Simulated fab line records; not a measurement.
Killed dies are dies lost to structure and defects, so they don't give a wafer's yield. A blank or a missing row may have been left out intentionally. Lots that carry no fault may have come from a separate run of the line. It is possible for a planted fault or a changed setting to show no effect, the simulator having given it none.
Chamber matching / flow nand harc / NHARC_A_STAIRCASE_DEP_471 on pecvd-01 has 3 sister chambers
The step deposits SiO2, target thk 100 nm. 14 wafers are shown with their chamber, then 7 later ones without.

== EACH WAFER AND ITS CHAMBER ==
wafer=L074.1; chamber=2; heater power w (W)=394; throttle valve pct (%)=16.5
wafer=L074.5; chamber=2; heater power w (W)=418; throttle valve pct (%)=16.5
wafer=L074.6; chamber=1; heater power w (W)=701; throttle valve pct (%)=16.2
wafer=L077.1; chamber=0; heater power w (W)=761; throttle valve pct (%)=16.7
wafer=L077.2; chamber=1; heater power w (W)=721; throttle valve pct (%)=16.3
wafer=L077.6; chamber=1; heater power w (W)=730; throttle valve pct (%)=16.0
wafer=L078.2; chamber=2; heater power w (W)=454; throttle valve pct (%)=16.7
wafer=L078.4; chamber=1; heater power w (W)=609; throttle valve pct (%)=16.0
wafer=L078.5; chamber=2; heater power w (W)=455; throttle valve pct (%)=16.5
wafer=L083.1; chamber=0; heater power w (W)=675; throttle valve pct (%)=16.7
wafer=L083.4; chamber=1; heater power w (W)=642; throttle valve pct (%)=16.1
wafer=L083.5; chamber=2; heater power w (W)=503; throttle valve pct (%)=16.3
wafer=L086.2; chamber=1; heater power w (W)=765; throttle valve pct (%)=16.2
wafer=L086.4; chamber=2; heater power w (W)=485; throttle valve pct (%)=16.2

SIGNATURES (means of the wafers above)
reading=heater power w; chamber 0=718.00; chamber 1=694.67; chamber 2=451.50; scatter within a chamber=51.3
reading=throttle valve pct; chamber 0=16.700; chamber 1=16.133; chamber 2=16.450; scatter within a chamber=0.144
Rule: a wafer lies at a distance from a chamber equal to the root of the sum of squares, over the readings, of (its reading less the chamber's mean, divided by the reading's scatter). The wafer belongs to the nearest chamber; if the next one is less than 2 further off, it can't be placed. The scatter: the root of (the sum of the squares of (reading less its chamber's mean) over the shown wafers, divided by (wafers less chambers)).

== WAFERS WITH NO CHAMBER GIVEN ==
wafer=L086.5; heater power w (W)=779; throttle valve pct (%)=16.8
wafer=L088.4; heater power w (W)=728; throttle valve pct (%)=16.8
wafer=L088.5; heater power w (W)=457; throttle valve pct (%)=16.2
wafer=L088.6; heater power w (W)=705; throttle valve pct (%)=16.0
wafer=L096.2; heater power w (W)=723; throttle valve pct (%)=16.1
wafer=L096.3; heater power w (W)=486; throttle valve pct (%)=16.5
wafer=L096.5; heater power w (W)=662; throttle valve pct (%)=16.9

== WHICH CHAMBER EACH ONE RAN IN ==
wafer=L086.5; from the rows above=0; in truth=0
wafer=L088.4; from the rows above=0; in truth=0
wafer=L088.5; from the rows above=2; in truth=2
wafer=L088.6; from the rows above=1; in truth=1
wafer=L096.2; from the rows above=1; in truth=1
wafer=L096.3; from the rows above=2; in truth=2
wafer=L096.5; from the rows above=0; in truth=0
Placed correctly: 7 of 7. Can't be placed from these rows: 0. Wrongly placed: 0.
